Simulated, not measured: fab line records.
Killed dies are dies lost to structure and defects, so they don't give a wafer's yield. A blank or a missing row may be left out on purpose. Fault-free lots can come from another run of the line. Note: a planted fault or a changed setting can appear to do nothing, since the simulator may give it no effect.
fab line records	flow nand_harc	part 1 of 2: steps 1 to 24 of 34
record: lots: 5	wafers: 15	last_day: 21
route steps=1159 shown P_GATE@122
lots that met no fault: taken from a fault-free run of the same line
start_h: start of the lot's first displayed wafer, in hours after the record's first day	wait_h: hours since the lot's step before	" same as the row above	L1.1+2: a single row standing in for several wafers	- value missing, or start not given	* or withheld: withheld	< > ~ a bound
route shown NAME@n: names a module that has steps shown in the file, with the first one's number in the route	usual: mean and standard deviation over wafers with no fault	same: alike in all rows	chamber/n: place in a boat	sites: per-site readings	_std_site: the standard deviation of these	_edge_site: mean of outer sites minus mean of inner sites	radius_mm: how far each site lies from the wafer's centre	mask NAME#n: copy n	behind: tool/chamber where the wafer was last shaped	hold: cause of the lot's hold/its duration in hours/its outcome	device: the n, p or np transistor that did not switch	end of line: the same wafers' tests at the end of the route	a step with no rows: only its recipe	killed: count of dies lost to structure and defects at first sort (not the wafer's yield)	map: the dies of a wafer, with x for killed, . for not killed, _ for no die there
set.NAME: setting as actually run; set.NAME@STEP: the setting as run at that earlier step	model.NAME: the simulator's own value behind a step, which no gauge read
a table for each step, a row for each wafer; lots at some steps of the route
services: when a tool's chamber went out of use (start_h, in hours from the record's first day, below 0 if earlier), for how many hours, and the reason
== steps ==
step: NHARC_P_GATE_CD_MEAS_11
recipe: target_cd_nm: 1640	landing_energy_ev: 500
usual: cd_nm: 1640.4/1.2
same: landing_energy_ev: 500
lot.wafer	tool	chamber	start_h	wait_h	cd_nm
L074.2	cd_sem-02	0	69.68	-	1640.4
L074.3	"	0	"	"	1641.3
L074.5	"	0	"	"	1640.7
L080.2	cd_sem-02	0	103.61	-	1639.5
L080.3	"	0	"	"	1640.5
L080.4	"	0	"	"	1641.4
L081.2	cd_sem-02	0	117.97	-	1639.0
L081.3	"	0	"	"	1641.1
L081.5	"	0	"	"	1642.0
L082.1	cd_sem-02	0	123.60	-	1642.7
L082.3	"	0	"	"	1641.0
L082.5	"	0	"	"	1641.1
L083.1	cd_sem-01	0	123.64	-	1642.8
L083.2	"	0	"	"	1642.1
L083.6	"	0	"	"	1642.3
step: NHARC_P_GATE_HARDBAKE_12
recipe: temp_c: 125	time_s: 80
usual: exhaust_pa: 45.0/0.9
lot.wafer	tool	chamber	start_h	wait_h	exhaust_pa
L074.2	litho_track-03	0	69.76	-	45.2
L074.3	"	0	"	"	45.2
L074.5	"	0	"	"	43.7
L080.2	litho_track-03	0	103.69	-	44.6
L080.3	"	0	"	"	43.7
L080.4	"	0	"	"	44.3
L081.2	litho_track-05	0	118.05	-	44.9
L081.3	"	0	"	"	45.5
L081.5	"	0	"	"	44.6
L082.1	litho_track-03	0	123.68	-	44.3
L082.3	"	0	"	"	42.6
L082.5	"	0	"	"	43.6
L083.1	litho_track-02	0	123.71	-	44.6
L083.2	"	0	"	"	44.1
L083.6	"	0	"	"	45.5
step: NHARC_P_GATE_DESCUM_13
recipe: time_s: 3	o2_flow_sccm: 200	ar_flow_sccm: 0	bias_power_w: 0	chemistry: O2
usual: drypump_motor_current_A: 5.8/0.55	oes_product_au: 0.999/0.0075	rf_vpp_V: 57.9/0.87	showerhead_plenum_p_Torr: 1.92/0.071	throttle_valve_pct: 11.311/0.0091
lot.wafer	tool	chamber	start_h	wait_h	drypump_motor_current_A	oes_product_au	rf_hours_counter_h	rf_vpp_V	showerhead_plenum_p_Torr	throttle_valve_pct
L074.2	rie_diel-09	2	69.85	-	6.1	1.001	26	58.1	2.00	11.303
L074.3	"	0	"	"	5.5	1.001	27	58.0	1.99	11.301
L074.5	"	1	"	"	6.0	0.986	-	57.3	1.86	11.312
L080.2	rie_diel-07	2	103.78	-	5.1	1.009	16	58.8	1.95	11.303
L080.3	"	3	"	"	5.8	0.988	15	56.8	1.81	11.295
L080.4	"	0	"	"	4.7	0.997	14	57.2	1.79	11.326
L081.2	rie_diel-07	2	118.18	-	5.1	1.003	20	57.5	1.95	11.309
L081.3	"	3	"	"	5.7	0.991	20	56.8	1.81	11.316
L081.5	"	0	"	"	4.7	0.996	-	56.7	1.79	11.324
L082.1	rie_diel-09	2	123.76	-	6.1	0.989	9	57.5	2.00	11.319
L082.3	"	0	"	"	5.4	0.985	9	58.8	1.99	11.304
L082.5	"	3	"	"	6.3	1.001	-	58.1	1.89	11.342
L083.2	rie_diel-08	3	123.81	-	6.3	0.996	62	57.7	1.99	11.322
L083.1	"	1	"	"	6.5	1.008	59	58.7	1.98	11.329
L083.6	"	2	"	"	6.3	0.987	-	58.1	1.81	11.287
step: NHARC_P_GATE_ETCH_14
recipe: target_depth_a: 488	chemistry: dHF	material: SiO2
lot.wafer	tool	chamber	start_h	wait_h
L074.3+5+2	wet_bench-09	3,4,5	69.99	0.1
L080.4+2+3	wet_bench-06	5,6,1	103.90	0.1
L081.5+3+2	wet_bench-06	5,6,0	118.29	0.1
L082.1+3+5	wet_bench-09	7,2,3	123.90	0.1
L083.2+1+6	wet_bench-06	3,4,5	123.95	0.1
step: NHARC_P_GATE_STRIP_15
recipe: time_s: 780	temp_c: 130	chemistry: SPM
lot.wafer	tool	chamber	start_h	wait_h
L074.3+5+2	wet_bench-09	3,4,5	70.03	0.0
L080.4+2+3	wet_bench-06	5,6,1	103.94	0.0
L081.5+3+2	wet_bench-06	5,6,0	118.33	0.0
L082.1+3+5	wet_bench-09	7,2,3	123.94	0.0
L083.2+1+6	wet_bench-06	3,4,5	123.99	0.0
step: NHARC_P_GATE_PRECLEAN_71
recipe: time_s: *	temp_c: 50	bath_age_min: 0	chemistry: SC1
lot.wafer	tool	chamber	start_h	wait_h
L074.3+5+2	wet_bench-09	3,4,5	-	-
L080.4+2+3	wet_bench-06	5,6,1	-	-
L081.5+3+2	wet_bench-06	5,6,0	-	-
L082.1+3+5	wet_bench-09	7,2,3	-	-
L083.2+1+6	wet_bench-06	3,4,5	-	-
step: NHARC_P_GATE_SRD_72
lot.wafer	tool	chamber	start_h	wait_h
L074.3+5+2	wet_bench-09	3,4,5	-	-
L080.4+2+3	wet_bench-06	5,6,1	-	-
L081.5+3+2	wet_bench-06	5,6,0	-	-
L082.1+3+5	wet_bench-09	7,2,3	-	-
L083.2+1+6	wet_bench-06	3,4,5	-	-
step: NHARC_P_GATE_OXIDE_16
recipe: target_thk_a: 30	temp_c: 875	ox_time_s: 392	material: SiO2
usual: zone_power_top_pct: 32.4/2.3
lot.wafer	tool	chamber	start_h	wait_h	zone_power_top_pct
L074.2	furnace-06	0	72.97	-	33.7
L074.3	"	0	"	"	33.6
L074.5	"	0	"	"	33.6
L080.2	furnace-06	0	106.73	-	33.2
L080.3	"	0	"	"	33.1
L080.4	"	0	"	"	33.3
L081.2	furnace-07	0	121.68	-	35.4
L081.3	"	0	"	"	34.9
L081.5	"	0	"	"	36.1
L082.1	furnace-07	0	127.29	-	35.7
L082.3	"	0	"	"	36.1
L082.5	"	0	"	"	35.6
L083.1	furnace-07	0	127.29	-	35.7
L083.2	"	0	"	"	35.4
L083.6	"	0	"	"	35.9
step: NHARC_P_GATE_CVD_17
recipe: target_thk_a: 1500	temp_c: 620	time_s: 900	material: poly-Si
usual: zone_power_top_pct: 21.2/2.8
lot.wafer	tool	chamber	start_h	wait_h	zone_power_top_pct
L074.2	lpcvd_poly-03	0	79.18	2.7	23.3
L074.3	"	0	"	"	23.3
L074.5	"	0	"	"	23.7
L080.2	lpcvd_poly-03	0	112.94	2.7	23.2
L080.3	"	0	"	"	23.5
L080.4	"	0	"	"	23.8
L081.2	lpcvd_poly-04	0	128.03	2.9	17.3
L081.3	"	0	"	"	17.7
L081.5	"	0	"	"	17.8
L082.1	lpcvd_poly-04	0	133.69	2.9	17.8
L082.3	"	0	"	"	17.8
L082.5	"	0	"	"	17.7
L083.1	lpcvd_poly-04	0	133.69	2.9	17.7
L083.2	"	0	"	"	17.4
L083.6	"	0	"	"	17.9
step: NHARC_P_GATE_HM_DEP_102
recipe: target_thk_a: 1200	temp_c: 400	material: aC
usual: throttle_valve_pct: 35.001/0.0092
lot.wafer	tool	chamber	start_h	wait_h	throttle_valve_pct
L074.2	acl_dep-03	0	82.51	1.1	34.998
L074.3	"	0	"	"	35.014
L074.5	"	0	"	"	35.011
L080.2	acl_dep-03	0	117.78	2.6	35.020
L080.3	"	0	"	"	35.008
L080.4	"	0	"	"	34.997
L081.2	acl_dep-01	0	130.71	0.5	35.005
L081.3	"	0	"	"	35.005
L081.5	"	0	"	"	35.009
L083.1	acl_dep-01	0	137.03	1.1	34.988
L083.2	"	0	"	"	35.004
L083.6	"	0	"	"	34.990
L082.1	acl_dep-02	0	137.14	1.2	34.984
L082.3	"	0	"	"	35.002
L082.5	"	0	"	"	35.011
step: NHARC_P_GATE_DEP_103
recipe: target_thk_a: 300	target_thk_nm: 30	temp_c: 400	flow_sccm: 200	rf_w: 350	material: SiON
usual: heater_power_w: 786/85
lot.wafer	tool	chamber	start_h	wait_h	heater_power_w
L074.2	pecvd-03	1	83.08	0.5	746
L074.3	"	0	"	"	782
L074.5	"	1	"	"	717
L080.2	pecvd-04	1	118.71	0.8	776
L080.3	"	2	"	"	987
L080.4	"	0	"	"	781
L081.3	pecvd-04	1	131.29	0.4	729
L081.2	"	2	"	"	960
L081.5	"	1	"	"	721
L083.1	pecvd-04	2	137.70	0.6	885
L083.2	"	0	"	"	817
L083.6	"	0	"	"	819
L082.1	pecvd-01	2	137.84	0.6	897
L082.3	"	1	"	"	771
L082.5	"	0	"	"	723
step: NHARC_P_GATE_DEHYDRATE_18
recipe: temp_c: 150	time_s: 120
usual: exhaust_pa: 45.0/0.8
lot.wafer	tool	chamber	start_h	wait_h	exhaust_pa
L074.2	litho_track-01	0	83.35	0.2	45.4
L074.3	"	0	"	"	45.8
L074.5	"	0	"	"	44.3
L080.2	litho_track-01	0	118.95	0.2	43.9
L080.3	"	0	"	"	44.8
L080.4	"	0	"	"	45.7
L081.2	litho_track-06	0	131.53	0.2	44.1
L081.3	"	0	"	"	45.3
L081.5	"	0	"	"	46.0
L083.1	litho_track-06	0	137.97	0.2	46.0
L083.2	"	0	"	"	45.9
L083.6	"	0	"	"	45.0
L082.1	litho_track-01	0	138.11	0.2	45.6
L082.3	"	0	"	"	46.0
L082.5	"	0	"	"	43.6
step: NHARC_P_GATE_HMDS_19
recipe: time_s: 30
usual: exhaust_pa: 45.0/0.78
lot.wafer	tool	chamber	start_h	wait_h	exhaust_pa
L074.2	litho_track-01	0	-	-	45.8
L074.3	"	0	"	"	47.2
L074.5	"	0	"	"	46.4
L080.2	litho_track-01	0	-	-	46.2
L080.3	"	0	"	"	44.6
L080.4	"	0	"	"	44.7
L081.2	litho_track-06	0	-	-	44.9
L081.3	"	0	"	"	45.4
L081.5	"	0	"	"	44.6
L083.1	litho_track-06	0	-	-	43.5
L083.2	"	0	"	"	43.8
L083.6	"	0	"	"	45.2
L082.1	litho_track-01	0	-	-	44.9
L082.3	"	0	"	"	44.7
L082.5	"	0	"	"	43.8
step: NHARC_P_GATE_COAT_20
recipe: spin_rpm: 1500	resist_thk_nm: 90
usual: exhaust_pa: 45.1/0.97
lot.wafer	tool	chamber	start_h	wait_h	exhaust_pa
L074.2	litho_track-01	0	-	-	44.7
L074.3	"	0	"	"	45.8
L074.5	"	0	"	"	45.3
L080.2	litho_track-01	0	-	-	44.8
L080.3	"	0	"	"	45.6
L080.4	"	0	"	"	45.4
L081.2	litho_track-06	0	-	-	44.5
L081.3	"	0	"	"	46.4
L081.5	"	0	"	"	43.8
L083.1	litho_track-06	0	-	-	44.5
L083.2	"	0	"	"	45.7
L083.6	"	0	"	"	44.7
L082.1	litho_track-01	0	-	-	46.4
L082.3	"	0	"	"	45.5
L082.5	"	0	"	"	44.6
step: NHARC_P_GATE_SOFTBAKE_21
recipe: temp_c: 105	time_s: 55
usual: exhaust_pa: 45.0/0.91
lot.wafer	tool	chamber	start_h	wait_h	exhaust_pa
L074.2	litho_track-01	0	-	-	45.4
L074.3	"	0	"	"	44.4
L074.5	"	0	"	"	45.3
L080.2	litho_track-01	0	-	-	44.9
L080.3	"	0	"	"	44.3
L080.4	"	0	"	"	44.0
L081.2	litho_track-06	0	-	-	46.4
L081.3	"	0	"	"	45.9
L081.5	"	0	"	"	44.5
L083.1	litho_track-06	0	-	-	45.0
L083.2	"	0	"	"	44.9
L083.6	"	0	"	"	45.4
L082.1	litho_track-01	0	-	-	46.0
L082.3	"	0	"	"	45.9
L082.5	"	0	"	"	44.4
step: NHARC_P_GATE_EBR_22
usual: exhaust_pa: 45.3/0.95
lot.wafer	tool	chamber	start_h	wait_h	exhaust_pa
L074.2	litho_track-01	0	-	-	44.8
L074.3	"	0	"	"	45.8
L074.5	"	0	"	"	46.0
L080.2	litho_track-01	0	-	-	44.8
L080.3	"	0	"	"	45.4
L080.4	"	0	"	"	44.6
L081.2	litho_track-06	0	-	-	46.7
L081.3	"	0	"	"	45.7
L081.5	"	0	"	"	45.7
L083.1	litho_track-06	0	-	-	46.2
L083.2	"	0	"	"	46.0
L083.6	"	0	"	"	44.7
L082.1	litho_track-01	0	-	-	46.3
L082.3	"	0	"	"	46.8
L082.5	"	0	"	"	47.1
step: NHARC_P_GATE_EXPOSE_23
recipe: na: 1.35	target_cd_nm: 120	dose_mj: 93.91	mask_id: P_GATE
usual: reticle_temp_C: 22.99/0.1
lot.wafer	tool	chamber	start_h	wait_h	mask	reticle_temp_C
L074.2	arfi_scanner-03	0	83.62	-	P_GATE#0	23.07
L074.3	"	0	"	"	P_GATE#0	23.14
L074.5	"	0	"	"	P_GATE#0	22.97
L080.2	arfi_scanner-03	0	119.22	-	P_GATE#0	22.90
L080.3	"	0	"	"	P_GATE#0	23.04
L080.4	"	0	"	"	P_GATE#0	22.98
L081.2	arfi_scanner-03	0	131.69	-	P_GATE#0	23.05
L081.3	"	0	"	"	P_GATE#0	23.13
L081.5	"	0	"	"	P_GATE#0	23.02
L083.1	arfi_scanner-03	0	138.11	-	P_GATE#0	22.97
L083.2	"	0	"	"	P_GATE#0	23.02
L083.6	"	0	"	"	P_GATE#0	22.91
L082.1	arfi_scanner-02	0	138.38	-	P_GATE#0	23.06
L082.3	"	0	"	"	P_GATE#0	22.93
L082.5	"	0	"	"	P_GATE#0	22.95
step: NHARC_P_GATE_PEB_24
recipe: peb_temp_c: 100	peb_time_s: 65
usual: exhaust_pa: 44.6/0.85
lot.wafer	tool	chamber	start_h	wait_h	exhaust_pa
L074.2	litho_track-04	0	83.68	0.1	45.0
L074.3	"	0	"	"	45.9
L074.5	"	0	"	"	44.6
L080.2	litho_track-04	0	119.28	0.1	43.9
L080.3	"	0	"	"	44.3
L080.4	"	0	"	"	44.2
L081.2	litho_track-04	0	131.75	0.1	45.0
L081.3	"	0	"	"	44.4
L081.5	"	0	"	"	43.4
L083.1	litho_track-06	0	138.17	0.1	45.4
L083.2	"	0	"	"	43.9
L083.6	"	0	"	"	45.1
L082.1	litho_track-01	0	138.44	0.1	43.0
L082.3	"	0	"	"	42.1
L082.5	"	0	"	"	43.3
step: NHARC_P_GATE_DEVELOP_25
recipe: develop_time_s: 35	dev_temp_c: 23
usual: exhaust_pa: 45.0/1.1
same: develop_time_s: 35
lot.wafer	tool	chamber	start_h	wait_h	exhaust_pa
L074.2	litho_track-04	0	-	-	46.7
L074.3	"	0	"	"	44.1
L074.5	"	0	"	"	46.2
L080.2	litho_track-04	0	-	-	45.7
L080.3	"	0	"	"	46.5
L080.4	"	0	"	"	45.3
L081.2	litho_track-04	0	-	-	43.0
L081.3	"	0	"	"	42.8
L081.5	"	0	"	"	42.9
L083.1	litho_track-06	0	-	-	44.2
L083.2	"	0	"	"	45.8
L083.6	"	0	"	"	44.7
L082.1	litho_track-01	0	-	-	45.4
L082.3	"	0	"	"	43.8
L082.5	"	0	"	"	43.5
step: NHARC_P_GATE_CD_MEAS_26
recipe: target_cd_nm: 120	landing_energy_ev: 500
usual: cd_nm: 120.0/0.57
same: landing_energy_ev: 500
lot.wafer	tool	chamber	start_h	wait_h	cd_nm
L074.2	cd_sem-03	0	83.76	-	119.4
L074.3	"	0	"	"	119.9
L074.5	"	0	"	"	119.5
L080.2	cd_sem-01	0	119.36	-	119.7
L080.3	"	0	"	"	120.0
L080.4	"	0	"	"	119.4
L081.2	cd_sem-01	0	131.83	-	119.5
L081.3	"	0	"	"	119.0
L081.5	"	0	"	"	119.5
L083.1	cd_sem-03	0	138.25	-	120.5
L083.2	"	0	"	"	120.5
L083.6	"	0	"	"	120.2
L082.1	cd_sem-02	0	138.53	-	121.3
L082.3	"	0	"	"	120.9
L082.5	"	0	"	"	120.7
step: NHARC_P_GATE_OVL_MEAS_27
usual: overlay_x_nm: 0.3/0.74	overlay_y_nm: -0.1/0.88
lot.wafer	tool	chamber	start_h	wait_h	overlay_x_nm	overlay_y_nm
L074.2	overlay-02	-	83.85	-	1.3	-1.4
L074.3	"	-	"	"	0.8	-1.3
L074.5	"	-	"	"	1.3	-1.5
L080.2	overlay-02	-	119.45	-	0.1	-0.1
L080.3	"	-	"	"	0.2	0.1
L080.4	"	-	"	"	0.2	0.1
L081.2	overlay-02	-	131.92	-	1.9	0.7
L081.3	"	-	"	"	0.9	0.1
L081.5	"	-	"	"	0.5	0.0
L083.1	overlay-02	-	138.34	-	0.1	0.3
L083.2	"	-	"	"	0.0	-0.2
L083.6	"	-	"	"	0.2	0.1
L082.1	overlay-01	-	138.62	-	0.0	-0.8
L082.3	"	-	"	"	-0.2	-0.4
L082.5	"	-	"	"	-0.1	-0.2
step: NHARC_P_GATE_INSPECT_28
usual: raw_defect_count: 5.7/3
lot.wafer	tool	chamber	start_h	wait_h	raw_defect_count
L074.2	defect_inspect-01	-	83.88	0.0	2
L074.3	"	-	"	"	8
L074.5	"	-	"	"	10
L080.2	defect_inspect-01	-	119.48	0.0	4
L080.3	"	-	"	"	9
L080.4	"	-	"	"	3
L081.2	defect_inspect-02	-	131.95	0.0	8
L081.3	"	-	"	"	0
L081.5	"	-	"	"	9
L083.1	defect_inspect-02	-	138.38	0.0	8
L083.2	"	-	"	"	3
L083.6	"	-	"	"	3
L082.1	defect_inspect-01	-	138.66	0.0	4
L082.3	"	-	"	"	7
L082.5	"	-	"	"	6
step: NHARC_P_GATE_DESCUM_31
recipe: time_s: 3	o2_flow_sccm: 200	ar_flow_sccm: 0	bias_power_w: 0	chemistry: O2
usual: drypump_motor_current_A: 5.8/0.54	oes_product_au: 1.000/0.0079	rf_vpp_V: 57.9/0.95	showerhead_plenum_p_Torr: 1.92/0.077	throttle_valve_pct: 11.310/0.0084
lot.wafer	tool	chamber	start_h	wait_h	drypump_motor_current_A	oes_product_au	rf_hours_counter_h	rf_vpp_V	showerhead_plenum_p_Torr	throttle_valve_pct
L074.3	rie_diel-07	3	84.02	0.1	5.8	0.992	11	56.4	1.81	11.307
L074.2	"	2	"	"	5.1	1.004	11	57.8	1.95	11.313
L074.5	"	3	"	"	5.8	0.994	-	58.0	1.81	11.312
L080.4	rie_diel-07	0	119.55	0.1	4.7	1.001	18	57.2	1.79	11.310
L080.3	"	1	"	"	4.8	1.007	19	56.9	1.96	11.332
L080.2	"	2	"	"	5.1	1.002	21	59.5	1.95	11.307
L081.2	rie_diel-09	0	132.01	0.1	5.4	0.998	12	60.1	1.99	11.317
L081.3	"	1	"	"	6.0	0.990	12	57.7	1.86	11.304
L081.5	"	1	"	"	6.0	0.997	-	56.6	1.86	11.306
L083.1	rie_diel-09	1	138.44	0.1	6.0	0.996	13	57.8	1.86	11.319
L083.2	"	2	"	"	6.1	0.997	13	58.4	1.99	11.303
L083.6	"	0	"	"	5.4	1.001	-	57.4	1.99	11.307
L082.1	rie_diel-09	2	138.73	0.1	6.1	1.005	13	58.5	1.99	11.309
L082.3	"	3	"	"	6.3	1.013	12	58.8	1.89	11.322
L082.5	"	2	"	"	6.1	0.999	-	57.8	1.99	11.307
step: NHARC_P_GATE_ETCH_104
recipe: target_depth_a: 600	time_s: withheld	cf4_flow_sccm: 100	chf3_flow_sccm: 30	ar_flow_sccm: 0	rf_w: 500	bias_w: 200	chemistry: CF4/CHF3
usual: drypump_motor_current_A: 5.8/0.55	oes_product_au: 0.942/0.019	rf_vpp_V: 370.8/2	showerhead_plenum_p_Torr: 1.58/0.057	throttle_valve_pct: 16.803/0.0098
lot.wafer	tool	chamber	start_h	wait_h	drypump_motor_current_A	oes_product_au	rf_vpp_V	showerhead_plenum_p_Torr	throttle_valve_pct
L074.3	rie_diel-07	0	84.27	0.2	4.7	0.937	367.1	1.48	16.811
L074.2	"	1	"	"	4.8	0.937	372.1	1.61	16.810
L074.5	"	2	"	"	5.1	0.948	371.8	1.60	16.800
L080.3	rie_diel-07	1	119.70	0.1	4.7	0.917	372.5	1.61	16.791
L080.4	"	2	"	"	5.0	0.928	370.9	1.60	16.814
L080.2	"	0	"	"	4.7	0.924	365.9	1.47	16.803
L081.2	rie_diel-09	3	132.10	0.1	6.3	0.973	370.8	1.55	16.798
L081.3	"	2	"	"	6.1	0.965	372.4	1.64	16.810
L081.5	"	3	"	"	6.3	0.971	371.2	1.55	16.804
L083.2	rie_diel-09	1	138.57	0.1	6.0	0.945	369.9	1.53	16.796
L083.1	"	2	"	"	6.1	0.945	371.8	1.64	16.812
L083.6	"	0	"	"	5.4	0.951	373.0	1.63	16.809
L082.3	rie_diel-09	0	138.83	0.1	5.4	0.917	371.8	1.63	16.778
L082.1	"	2	"	"	6.1	0.931	371.9	1.64	16.803
L082.5	"	0	"	"	5.4	0.925	372.7	1.63	16.810
